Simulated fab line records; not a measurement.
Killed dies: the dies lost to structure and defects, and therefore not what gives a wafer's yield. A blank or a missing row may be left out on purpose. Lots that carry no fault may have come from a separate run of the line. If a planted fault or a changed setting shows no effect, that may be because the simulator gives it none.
Which tool is to blame?	flow n5Finfet	6 lots with 18 wafers sampled at 6 steps, on a route of 1938 steps

## WHAT THE GAUGES READ, wafer by wafer
N5_BEOL_M4_RC_MEAS_101. Usual: DIBL_N 36.5 mV/V, standard deviation 1.7; DIBL_P 36.3 mV/V, standard deviation 2.1; IOFF_N 0.16 nA/um, standard deviation 0.036; IOFF_P 0.21 nA/um, standard deviation 0.037; ION_N 676 uA/um, standard deviation 12; ION_P 462 uA/um, standard deviation 7.6; SS_N 71.5 mV/dec, standard deviation 0.68; SS_P 73.3 mV/dec, standard deviation 0.63; VT_N 249 mV, standard deviation 3.5; VT_P -250 mV, standard deviation 3.5.
lot	measured	on	DIBL_N (mV/V)	DIBL_P (mV/V)	IOFF_N (nA/um)	IOFF_P (nA/um)	ION_N (uA/um)	ION_P (uA/um)	SS_N (mV/dec)	SS_P (mV/dec)	VT_N (mV)	VT_P (mV)	flag
L152	day 8 21:51	prober-02	38.8 37.0 37.7	38.2 35.9 37.0	0.23 0.18 0.20	0.28 0.24 0.26	697 688 693	472 469 472	71.3 71.5 71.6	74.5 73.4 74.2	248 247 247	-245 -248 -246	
L158	day 10 05:56	prober-02	34.7 36.8 37.5	33.5 34.8 36.9	0.12 0.16 0.18	0.15 0.16 0.20	657 676 683	450 452 455	71.4 71.7 71.2	73.0 72.9 73.3	250 249 248	-257 -256 -254	
L162	day 11 14:52	prober-02	36.1 38.9 36.0	35.1 38.4 34.6	0.16 0.22 0.15	0.25 0.31 0.23	675 694 673	479 476 475	70.8 72.2 71.7	73.5 73.6 72.5	247 245 247	-244 -239 -249	
L164	day 12 00:33	prober-02	36.0 34.1 35.2	36.6 34.7 36.3	0.15 0.13 0.15	0.21 0.19 0.21	667 677 675	456 466 466	72.2 71.1 71.9	73.3 73.0 73.5	252 251 251	-250 -250 -250	
L170	day 13 05:24	prober-01	35.0 35.4 38.7	34.1 34.3 38.4	0.12 0.12 0.18	0.17 0.17 0.23	665 669 678	457 455 464	71.3 71.1 72.1	72.2 72.6 74.3	252 252 247	-251 -255 -248	
L172	day 13 22:10	prober-01	39.0 36.7 35.6	37.7 36.5 34.4	0.19 0.16 0.13	0.24 0.24 0.19	679 689 679	463 480 464	73.4 70.5 71.2	74.3 73.0 72.9	246 248 250	-247 -246 -252	

N5_BEOL_M15_RC_MEAS_101. Usual: COMB_M10 1.45e-11 S/m, standard deviation 2.9e-12; COMB_M11 1.48e-11 S/m, standard deviation 3e-12; COMB_M11_max_site 2.1e-11 S/m, standard deviation 4.5e-12; COMB_M12 6.5e-12 S/m, standard deviation 1.3e-12; COMB_M13 4.9e-12 S/m, standard deviation 9.5e-13; COMB_M14 3.9e-12 S/m, standard deviation 8e-13; COMB_M15 2.8e-12 S/m, standard deviation 6.1e-13; COMB_M5 3.7e-11 S/m, standard deviation 7.1e-12; COMB_M6 2.6e-11 S/m, standard deviation 5e-12; COMB_M7 2.7e-11 S/m, standard deviation 5.7e-12; COMB_M8 2.5e-11 S/m, standard deviation 5e-12; COMB_M9 1.5e-11 S/m, standard deviation 3.1e-12; COMB_M9_max_site 2.1e-11 S/m, standard deviation 5.3e-12; SERP_M10 3.10 ohm/um, standard deviation 0.077; SERP_M11 3.05 ohm/um, standard deviation 0.08; SERP_M12 0.636 ohm/um, standard deviation 0.017; SERP_M13 0.307 ohm/um, standard deviation 0.0053; SERP_M14 0.160 ohm/um, standard deviation 0.0045; SERP_M5 38.6 ohm/um, standard deviation 1.9; SERP_M6 14.0 ohm/um, standard deviation 0.57; SERP_M7 13.6 ohm/um, standard deviation 0.63; SERP_M8 13.7 ohm/um, standard deviation 0.53; SERP_M9 3.05 ohm/um, standard deviation 0.1.
lot	measured	on	COMB_M10 (S/m)	COMB_M11 (S/m)	COMB_M11_max_site (S/m)	COMB_M12 (S/m)	COMB_M13 (S/m)	COMB_M14 (S/m)	COMB_M15 (S/m)	COMB_M5 (S/m)	COMB_M6 (S/m)	COMB_M7 (S/m)	COMB_M8 (S/m)	COMB_M9 (S/m)	COMB_M9_max_site (S/m)	SERP_M10 (ohm/um)	SERP_M11 (ohm/um)	SERP_M12 (ohm/um)	SERP_M13 (ohm/um)	SERP_M14 (ohm/um)	SERP_M5 (ohm/um)	SERP_M6 (ohm/um)	SERP_M7 (ohm/um)	SERP_M8 (ohm/um)	SERP_M9 (ohm/um)	flag
L152	day 12 19:28	prober-01	2.24e-11 1.37e-11 1.27e-11	1.53e-11 1.61e-11 1.85e-11	2.4e-11 2.1e-11 2.2e-11	6.5e-12 4.4e-12 8.1e-12	5.1e-12 3.9e-12 4.2e-12	3.6e-12 3.1e-12 4.5e-12	3.3e-12 3.5e-12 3.7e-12	4.5e-11 5.1e-11 3.7e-11	2.2e-11 1.7e-11 2.8e-11	3e-11 2.3e-11 1.6e-11	2e-11 3.3e-11 2.5e-11	1e-11 1.5e-11 1.3e-11	1.2e-11 2.2e-11 1.8e-11	3.11 3.03 3.12	3.05 3.09 3.00	0.619 0.642 0.625	0.305 0.307 0.298	0.172 0.157 0.154	38.2 39.2 38.9	14.5 13.6 14.3	14.6 13.3 14.6	13.3 12.3 13.5	2.93 3.18 3.07	
L158	day 13 23:55	prober-01	1.36e-11 1.72e-11 1.49e-11	1.73e-11 1.52e-11 1.74e-11	2.3e-11 1.9e-11 2.8e-11	6.6e-12 8.2e-12 8e-12	4.2e-12 4.6e-12 5.1e-12	3.1e-12 3.8e-12 3.5e-12	2.5e-12 2.3e-12 3.2e-12	2.9e-11 3e-11 3.7e-11	1.9e-11 3.2e-11 2.8e-11	3.9e-11 2.9e-11 2.7e-11	1.4e-11 2.2e-11 2.6e-11	1e-11 1.5e-11 1.2e-11	1.5e-11 2.7e-11 1.6e-11	3.08 3.04 2.99	3.02 3.04 2.94	0.637 0.651 0.644	0.302 0.302 0.314	0.158 0.163 0.164	36.3 39.6 39.9	14.8 13.9 14.9	14.0 13.6 14.0	13.6 13.6 14.4	2.96 3.05 3.13	
L162	day 15 11:29	prober-01	1.5e-11 1.33e-11 1.34e-11	1.79e-11 1.15e-11 1.24e-11	2.4e-11 1.4e-11 2.1e-11	7e-12 4.3e-12 4.3e-12	6.3e-12 5.5e-12 4.1e-12	5.1e-12 4.6e-12 5.1e-12	3.2e-12 3.1e-12 3.2e-12	3.7e-11 3.4e-11 5.3e-11	2.3e-11 2e-11 2.2e-11	2.7e-11 2.9e-11 3e-11	2.3e-11 2.9e-11 1.6e-11	1.7e-11 1.3e-10 1.5e-11	2.2e-11 1.77e-10 1.7e-11	3.12 3.05 3.07	3.10 3.25 3.07	0.616 0.624 0.617	0.306 0.305 0.309	0.158 0.154 0.159	40.0 42.9 40.2	14.9 13.9 14.2	13.2 13.7 13.9	13.0 13.7 13.3	3.16 3.01 3.16	OFF
L164	day 15 23:35	prober-02	1.35e-11 1.56e-11 1.33e-11	1.55e-11 1.62e-11 1.27e-11	2.2e-11 3.5e-11 2.4e-11	4.7e-12 6.5e-12 5.6e-12	5.3e-12 4.2e-12 5.4e-12	4e-12 5.1e-12 3.7e-12	3.1e-12 2.3e-12 2.4e-12	3.1e-11 3e-11 4.6e-11	3e-11 2.2e-11 2.9e-11	2.5e-11 2.5e-11 2.2e-11	3.2e-11 2.6e-11 2.5e-11	1.4e-11 2.19e-10 1.65e-10	1.9e-11 2.84e-10 2.85e-10	3.15 3.10 3.18	2.97 3.03 3.03	0.652 0.621 0.628	0.305 0.307 0.302	0.157 0.160 0.155	37.8 37.0 37.4	12.9 13.5 13.3	14.1 14.5 13.8	13.7 13.3 14.8	3.19 3.00 2.82	OFF
L170	day 16 21:47	prober-01	2.02e-11 1.39e-11 1.44e-11	1.42e-11 2.09e-11 1.45e-11	2.3e-11 2.9e-11 1.8e-11	6.8e-12 9.8e-12 7.2e-12	5.6e-12 4.2e-12 6.4e-12	4.3e-12 5.9e-12 5.4e-12	4.2e-12 3.2e-12 3.5e-12	4.8e-11 4.2e-11 3.5e-11	2.1e-11 2.5e-11 2.6e-11	3.3e-11 3.1e-11 2.5e-11	3.1e-11 2.3e-11 2.7e-11	1.5e-11 1.7e-11 1.3e-11	1.9e-11 1.8e-11 2.2e-11	3.17 3.05 3.05	3.17 3.02 3.07	0.657 0.630 0.631	0.302 0.309 0.308	0.151 0.158 0.155	40.0 39.2 39.7	14.2 13.9 14.7	14.3 13.6 13.6	13.8 14.1 14.8	3.14 2.96 2.96	
L172	day 17 13:13	prober-01	1.95e-11 1.74e-11 1.24e-11	1.02e-11 1.01e-11 1.48e-11	1.2e-11 1.4e-11 2.4e-11	4.7e-12 9.9e-12 6.5e-12	4.7e-12 6e-12 6.8e-12	4.9e-12 4.6e-12 3.3e-12	3.5e-12 2.7e-12 3.7e-12	3.6e-11 4e-11 3.8e-11	3.3e-11 2.6e-11 2.5e-11	3e-11 3.2e-11 3e-11	3e-11 2.7e-11 2.7e-11	1.9e-11 1.9e-11 1.5e-11	2.4e-11 2.2e-11 1.9e-11	3.20 3.12 3.13	3.02 3.06 3.14	0.638 0.633 0.649	0.305 0.301 0.302	0.161 0.160 0.163	36.6 37.1 36.4	14.0 14.0 13.8	13.4 12.6 12.7	13.2 12.7 14.0	3.15 3.10 3.05	

## WHICH TOOL RAN EACH LOT (tool, then ch and the chambers of the sampled wafers, then the start)
lot	N5_BEOL_M9_VIA_ETCH_34	N5_BEOL_M9_TRENCH_ETCH_37	N5_BEOL_M9_ALD_74	N5_BEOL_M9_CMP_52
L152	rieDiel-05 ch 0,2,3, day 10 16:50	rieDiel-05 ch 0,2,3, day 10 19:56 or earlier	aldMetal-01 ch 0,1,3, day 10 19:56	cmp-01 ch 0,2,3, day 10 20:59
L158	rieDiel-05 ch 2,3, day 12 03:38	rieDiel-05 ch 2,3, day 12 04:32 or earlier	aldMetal-01 ch 0,1,2, day 12 04:32	cmp-01 ch 0,1, day 12 07:03
L162	rieDiel-01 ch 0,1,2, day 13 13:42	rieDiel-01 ch 0,1,2, day 13 15:11 or earlier	aldMetal-01 ch 0,2, day 13 15:11	cmp-04 ch 0,2,3, day 13 17:07
L164	rieDiel-05 ch 0,1,3, day 13 20:32	rieDiel-05 ch 0,1,3, day 13 21:44 or earlier	aldMetal-01 ch 0,2, day 13 21:44	cmp-01 ch 1,2,3, day 14 00:52
L170	rieDiel-05 ch 0,2,3, day 15 02:01	rieDiel-05 ch 0,2,3, day 15 03:08 or earlier	aldMetal-04 ch 0,2, day 15 03:08	cmp-03 ch 0,2,3, day 15 04:46
L172	rieDiel-05 ch 0,2,3, day 15 17:37	rieDiel-05 ch 0,2,3, day 15 18:41 or earlier	aldMetal-04 ch 0,2, day 15 18:41	cmp-04 ch 2,3, day 15 20:26
- N5_BEOL_M9_VIA_ETCH_34: etches SiCOH lowk in C4F6/O2, target depth 182.4 nm, time 68.4 s.
- N5_BEOL_M9_TRENCH_ETCH_37: etches SiCOH lowk in C4F6/O2, target depth 151.43 nm, time 49 s.
- N5_BEOL_M9_ALD_74: deposits TaN, target thk 2 nm, pulse time 2 s, purge time 3 s.
- N5_BEOL_M9_CMP_52: polishes, stops on SiCOH lowk, t overpolish 7 s, target thk 140 nm.

## AS READ BY THE TOOLS THEMSELVES (means over the sampled wafers that have a number; for cases with no such wafer, the mark the record gives instead)
N5_BEOL_M9_VIA_ETCH_34. Usual: C4F6_flow_sccm 10.003 sccm, standard deviation 0.029; chamberPressureMTorr 30.004 mTorr, standard deviation 0.028; drypumpMotorCurrentA 5.8 A, standard deviation 0.38; oesProductAu 0.80 a.u., standard deviation 0.072; rfVppV 665 V, standard deviation 14; showerheadPlenumPTorr 2.87 Torr, standard deviation 0.081; throttleValvePct 20.88 %, standard deviation 0.19.
lot	tool	C4F6_flow_sccm (sccm)	chamberPressureMTorr (mTorr)	drypumpMotorCurrentA (A)	oesProductAu (a.u.)	rfVppV (V)	showerheadPlenumPTorr (Torr)	throttleValvePct (%)	flag
L152	rieDiel-05	9.998	30.026	5.8	0.79	669	2.88	20.89	
L158	rieDiel-05	10.026	30.007	5.9	0.72	658	2.87	20.92	
L162	rieDiel-01	10.023	30.022	5.8	0.75	655	2.81	20.90	
L164	rieDiel-05	10.017	30.013	6.1	0.87	660	2.84	20.81	
L170	rieDiel-05	9.990	30.007	5.8	0.85	668	2.87	20.81	
L172	rieDiel-05	10.008	30.023	5.8	0.84	670	2.87	20.81	

N5_BEOL_M9_TRENCH_ETCH_37. Usual: C4F6_flow_sccm 9.999 sccm, standard deviation 0.029; chamberPressureMTorr 30.002 mTorr, standard deviation 0.027; drypumpMotorCurrentA 5.8 A, standard deviation 0.38; oesProductAu 0.80 a.u., standard deviation 0.071; rfVppV 665 V, standard deviation 14; showerheadPlenumPTorr 2.87 Torr, standard deviation 0.081; throttleValvePct 20.90 %, standard deviation 0.19.
lot	tool	C4F6_flow_sccm (sccm)	chamberPressureMTorr (mTorr)	drypumpMotorCurrentA (A)	oesProductAu (a.u.)	rfVppV (V)	showerheadPlenumPTorr (Torr)	throttleValvePct (%)	flag
L152	rieDiel-05	10.017	30.007	5.8	0.79	670	2.88	20.92	
L158	rieDiel-05	10.008	29.986	5.9	0.72	658	2.87	20.94	
L162	rieDiel-01	9.992	29.985	5.9	0.76	654	2.81	20.93	
L164	rieDiel-05	10.014	29.967	6.1	0.86	660	2.84	20.84	
L170	rieDiel-05	9.993	30.004	5.8	0.85	669	2.87	20.83	
L172	rieDiel-05	10.013	30.002	5.8	0.83	669	2.86	20.84	

N5_BEOL_M9_ALD_74. Usual: heaterPowerOuterW 229 W, standard deviation 25; heaterPowerW 421 W, standard deviation 41; mfcCarrierSccm 1500 sccm, standard deviation 4.8; susceptorTempC 275.00 C, standard deviation 0.2.
lot	tool	heaterPowerOuterW (W)	heaterPowerW (W)	mfcCarrierSccm (sccm)	susceptorTempC (C)	flag
L152	aldMetal-01	232	415	1495	275.08	
L158	aldMetal-01	242	434	1502	275.11	
L162	aldMetal-01	243	434	1503	275.10	
L164	aldMetal-01	260	438	1500	275.25	
L170	aldMetal-04	232	450	1505	275.09	
L172	aldMetal-04	229	453	1498	275.43	

N5_BEOL_M9_CMP_52. Usual: edgeZonePressureFrac 1.000, standard deviation 0.0046; motorCurrentA 6.0 A, standard deviation 0.64; padLifeWafers 920, standard deviation 520.
lot	tool	edgeZonePressureFrac	motorCurrentA (A)	padLifeWafers	flag
L152	cmp-01	1.000	5.7	1334	
L158	cmp-01	1.000	5.6	1548	
L162	cmp-04	0.994	5.5	626	
L164	cmp-01	0.993	6.0	1892	
L170	cmp-03	1.001	6.5	956	
L172	cmp-04	1.003	5.1	1038	

## THE ANSWER, worked out from the rows above alone
Rule: a lot counts as off when the mean over its wafers that have a number is more than 3 standard deviations away from the usual mean. Also off: a lot with no number at a reading for which 4 or more lots have one. Any other lot the step has rows for is counted as sound. After the gauges, taken in route order, come the tools' own readings; for these a lot's mean is taken, as printed above. The first step at which some lot is off is used, and at that step the reading that is off furthest; a lot without a number counts as furthest.
Off: L162, L164, seen at N5_BEOL_M15_RC_MEAS_101 (COMB_M9).
A tool fits if, at a process step before that reading, it ran every lot that is off, and no sound lot after the first of them. The gauges at N5_BEOL_M15_RC_MEAS_101 are tried like those tools. With no start given for some of its lots, N5_BEOL_M9_TRENCH_ETCH_37 uses the hours and lot order of N5_BEOL_M9_ALD_74. One candidate fits, namely aldMetal-01 at N5_BEOL_M9_ALD_74. Its last sound lot is L158 (day 12 04:32), its first lot that is off L162 (day 13 15:11): a fault that began between those two fits.

## WHAT THE SIMULATOR HAD INSERTED
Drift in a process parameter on aldMetal-01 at N5_BEOL_M9_ALD_74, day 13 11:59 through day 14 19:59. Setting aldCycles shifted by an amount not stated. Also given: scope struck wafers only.
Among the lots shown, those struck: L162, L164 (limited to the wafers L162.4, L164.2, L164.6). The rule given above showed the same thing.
